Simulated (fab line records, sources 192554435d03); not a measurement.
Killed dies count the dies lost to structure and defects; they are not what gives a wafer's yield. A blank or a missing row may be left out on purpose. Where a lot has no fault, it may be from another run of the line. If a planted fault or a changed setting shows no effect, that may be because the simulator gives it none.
Which of the tools did it?	flow n5Finfet	15 lots with 45 wafers sampled at 4 steps, on a route of 1938 steps

## WHAT EACH GAUGE READ, for each wafer
Not one reading of a measure or inspect step in the record can be checked against a usual standard deviation.

## WHICH TOOL RAN EACH LOT (tool, then ch and the chambers of the sampled wafers, then the start)
lot	N5_MOL_CONTACT_COAG_DEVELOP_83	N5_MOL_CONTACT_COAG_ETCH_89	N5_MOL_CONTACT_COAG_ETCHBACK_132	N5_MOL_CONTACT_COAG_ETCH_91
L385	lithoTrack-01 ch 0, day 5 01:33	rieDiel-01 ch 0,1,3, day 5 01:46	rieDiel-03 ch 0,2,3, day 5 02:02	rieDiel-03 ch 0,2,3, day 5 02:05
L386	lithoTrack-03 ch 0, day 5 10:29	rieDiel-01 ch 1,3, day 5 10:43	rieDiel-03 ch 0,2, day 5 10:59	rieDiel-03 ch 0,2, day 5 11:01
L388	lithoTrack-05 ch 0, day 5 21:52	rieDiel-03 ch 0,3, day 5 22:05	rieDiel-04 ch 0,1,3, day 5 22:22	rieDiel-04 ch 0,1,3, day 5 22:24
L390	lithoTrack-05 ch 0, day 6 08:07	rieDiel-03 ch 0,1,3, day 6 08:30	rieDiel-01 ch 0,1,3, day 6 08:46	rieDiel-01 ch 0,1,3, day 6 08:48
L391	lithoTrack-05 ch 0, day 6 19:59	rieDiel-03 ch 0,2,3, day 6 20:14	rieDiel-04 ch 0,1,2, day 6 20:35	rieDiel-04 ch 0,1,2, day 6 20:37
L392	lithoTrack-03 ch 0, day 6 20:13	rieDiel-01 ch 1,2, day 6 20:40	rieDiel-03 ch 1,2, day 6 20:56	rieDiel-03 ch 1,2, day 6 20:58
L393	lithoTrack-01 ch 0, day 7 02:35	rieDiel-03 ch 1,2,3, day 7 02:48	rieDiel-01 ch 0,1,3, day 7 03:16	rieDiel-01 ch 0,1,3, day 7 03:17
L394	lithoTrack-03 ch 0, day 7 10:51	rieDiel-03 ch 0,1, day 7 11:04	rieDiel-03 ch 0,1,3, day 7 11:20	rieDiel-03 ch 0,1,3, day 7 11:23
L395	lithoTrack-05 ch 0, day 7 16:22	rieDiel-03 ch 1,2,3, day 7 16:34	rieDiel-03 ch 2,3, day 7 17:30	rieDiel-03 ch 2,3, day 7 17:32
L397	lithoTrack-03 ch 0, day 8 03:10	rieDiel-04 ch 0,2, day 8 03:40	rieDiel-04 ch 0,2,3, day 8 04:20	rieDiel-04 ch 0,2,3, day 8 04:22
L398	lithoTrack-01 ch 0, day 8 11:03	rieDiel-04 ch 0,1,3, day 8 11:31	rieDiel-03 ch 1,2, day 8 12:08	rieDiel-03 ch 1,2, day 8 12:13
L400	lithoTrack-01, day 8 20:52	rieDiel-01 ch 1,2, day 8 21:31	rieDiel-04 ch 1,2, day 8 21:59	rieDiel-04 ch 1,2, day 8 22:01
L399	lithoTrack-01, day 9 00:58	rieDiel-01 ch 1,2, day 9 01:46	rieDiel-04 ch 0,1, day 9 02:02	rieDiel-04 ch 0,1, day 9 02:04
L401	lithoTrack-01, day 9 04:16	rieDiel-01 ch 0,3, day 9 04:33	rieDiel-03 ch 0,1, day 9 04:50	rieDiel-03 ch 0,1, day 9 04:52
L403	lithoTrack-01 ch 0, day 9 16:22	rieDiel-01 ch 0,2,3, day 9 16:35	rieDiel-01 ch 1,2, day 9 16:52	rieDiel-01 ch 1,2, day 9 16:53
- N5_MOL_CONTACT_COAG_DEVELOP_83: develop time 30 s.
- N5_MOL_CONTACT_COAG_ETCH_89: etches underlayer in N2/H2, target depth 13 nm, time 10.4 s.
- N5_MOL_CONTACT_COAG_ETCHBACK_132: etches SiO2 in CHF3, target depth 10 nm, time 6.7 s.
- N5_MOL_CONTACT_COAG_ETCH_91: etches SOC in N2/H2, target depth 60 nm, overetch 21 nm, time 101.2 s.

## WHAT THE TOOLS THEMSELVES READ (means of the sampled wafers that have a number; where no wafer has one, the mark that the record gives instead)
N5_MOL_CONTACT_COAG_DEVELOP_83.
lot	tool	chillPlateTempC (C)	exhaustPa (Pa)
L385	lithoTrack-01	22.92	44.2
L386	lithoTrack-03	22.99	45.1
L388	lithoTrack-05	23.12	43.8
L390	lithoTrack-05	22.93	44.8
L391	lithoTrack-05	23.01	45.5
L392	lithoTrack-03	23.06	44.7
L393	lithoTrack-01	22.86	45.4
L394	lithoTrack-03	23.02	45.5
L395	lithoTrack-05	22.94	45.5
L397	lithoTrack-03	22.98	46.0
L398	lithoTrack-01	22.97	42.9
L400	lithoTrack-01	-	-
L399	lithoTrack-01	-	-
L401	lithoTrack-01	-	-
L403	lithoTrack-01	23.03	45.7

N5_MOL_CONTACT_COAG_ETCH_89.
lot	tool	drypumpMotorCurrentA (A)	etchRfOnTimeS (s)	oesProductAu (a.u.)	rfVppV (V)	showerheadPlenumPTorr (Torr)	throttleValvePct (%)
L385	rieDiel-01	5.7	10.30	0.78	525.7	2.59	17.72
L386	rieDiel-01	5.5	10.42	0.80	526.7	2.64	17.76
L388	rieDiel-03	5.3	10.34	0.61	524.2	2.54	17.90
L390	rieDiel-03	5.6	10.28	0.66	525.4	2.61	17.93
L391	rieDiel-03	5.2	10.35	0.61	523.5	2.52	18.01
L392	rieDiel-01	5.2	10.35	0.79	527.7	2.71	17.69
L393	rieDiel-03	5.6	10.31	0.67	525.6	2.59	18.03
L394	rieDiel-03	5.8	10.28	0.64	524.9	2.56	17.79
L395	rieDiel-03	5.5	10.34	0.67	524.8	2.58	18.04
L397	rieDiel-04	5.8	10.29	0.72	523.7	2.54	17.63
L398	rieDiel-04	5.5	10.44	0.70	524.2	2.53	17.82
L400	rieDiel-01	5.2	10.30	0.77	527.6	2.70	17.72
L399	rieDiel-01	5.2	10.20	0.76	527.8	2.70	17.73
L401	rieDiel-01	6.0	10.35	0.70	522.7	2.53	17.74
L403	rieDiel-01	5.8	10.32	0.72	525.3	2.58	17.74

N5_MOL_CONTACT_COAG_ETCHBACK_132.
lot	tool	CHF3_flow_sccm (sccm)	drypumpMotorCurrentA (A)	mfcArSccm (sccm)	oesProductAu (a.u.)	rfVppV (V)	showerheadPlenumPTorr (Torr)	throttleValvePct (%)
L385	rieDiel-03	50.12	5.2	200.5	0.72	523	2.36	18.83
L386	rieDiel-03	50.13	5.4	199.9	0.71	522	2.32	18.73
L388	rieDiel-04	50.05	5.4	200.5	0.86	528	2.37	18.62
L390	rieDiel-01	50.09	5.7	200.0	0.89	526	2.42	18.64
L391	rieDiel-04	49.91	5.5	200.0	0.89	527	2.42	18.45
L392	rieDiel-03	49.84	6.1	199.8	0.84	527	2.44	18.70
L393	rieDiel-01	49.85	5.7	200.2	0.87	525	2.42	18.63
L394	rieDiel-03	49.89	5.6	199.9	0.76	526	2.44	18.78
L395	rieDiel-03	50.15	5.0	200.4	0.72	525	2.40	18.95
L397	rieDiel-04	49.93	5.8	199.9	0.79	524	2.33	18.72
L398	rieDiel-03	50.13	5.7	199.7	0.77	523	2.35	18.79
L400	rieDiel-04	49.89	5.4	199.8	0.85	524	2.48	18.38
L399	rieDiel-04	49.90	5.2	200.3	0.88	533	2.39	18.51
L401	rieDiel-03	49.96	5.8	200.2	0.94	525	2.39	18.45
L403	rieDiel-01	50.12	5.2	199.9	0.87	532	2.52	18.64

N5_MOL_CONTACT_COAG_ETCH_91.
lot	tool	drypumpMotorCurrentA (A)	oesProductAu (a.u.)	rfVppV (V)	showerheadPlenumPTorr (Torr)	tempC (C)	throttleValvePct (%)
L385	rieDiel-03	5.2	0.61	523	2.52	39.89	17.94
L386	rieDiel-03	5.4	0.59	523	2.48	40.13	17.82
L388	rieDiel-04	5.5	0.73	524	2.54	40.02	17.75
L390	rieDiel-01	5.7	0.74	525	2.59	39.98	17.69
L391	rieDiel-04	5.5	0.75	526	2.59	40.13	17.58
L392	rieDiel-03	6.1	0.70	526	2.62	39.98	17.86
L393	rieDiel-01	5.7	0.74	525	2.59	40.05	17.71
L394	rieDiel-03	5.6	0.64	525	2.61	40.07	17.91
L395	rieDiel-03	5.0	0.60	524	2.56	40.02	18.12
L397	rieDiel-04	5.8	0.67	522	2.48	40.06	17.77
L398	rieDiel-03	5.7	0.64	523	2.52	39.83	17.96
L400	rieDiel-04	5.4	0.72	526	2.66	39.98	17.57
L399	rieDiel-04	5.3	0.73	524	2.56	39.94	17.67
L401	rieDiel-03	5.8	0.78	523	2.56	40.06	17.52
L403	rieDiel-01	5.2	0.73	528	2.70	40.01	17.71

## THE ANSWER, worked out from the rows above alone
Rule: the usual values come from the lots themselves. The widest of any qualifying gaps counts: lots, ordered by their means at a reading, are off when they make up no more than a third of the lots, leave a main group of 4 or more, and stand apart from it by 3 or more times the standard deviation of that group's means. If all means in a main group match to the digits the tables above print for the reading, that group is not used. A lot without any number at a reading at which 4 lots or more have one is off too. Any other lot the step has rows for is counted as sound. After the gauges, taken in route order, come the tools' own readings; for these a lot's mean is taken, as printed above. The first step at which some lot is off is used, and at that step the reading that is off furthest; a lot without a number counts as furthest.
Off: L400, L399, L401, at N5_MOL_CONTACT_COAG_DEVELOP_83 (chillPlateTempC). Without a number there: L400, L399, L401. The main group has a mean of 22.99 C with a standard deviation of 0.066.
If a tool, at that step or one of the process steps before it, ran each lot that is off and ran no sound lot following the first of them, it fits. No candidate that was tried fits.

## WHAT THE SIMULATOR HAD INSERTED
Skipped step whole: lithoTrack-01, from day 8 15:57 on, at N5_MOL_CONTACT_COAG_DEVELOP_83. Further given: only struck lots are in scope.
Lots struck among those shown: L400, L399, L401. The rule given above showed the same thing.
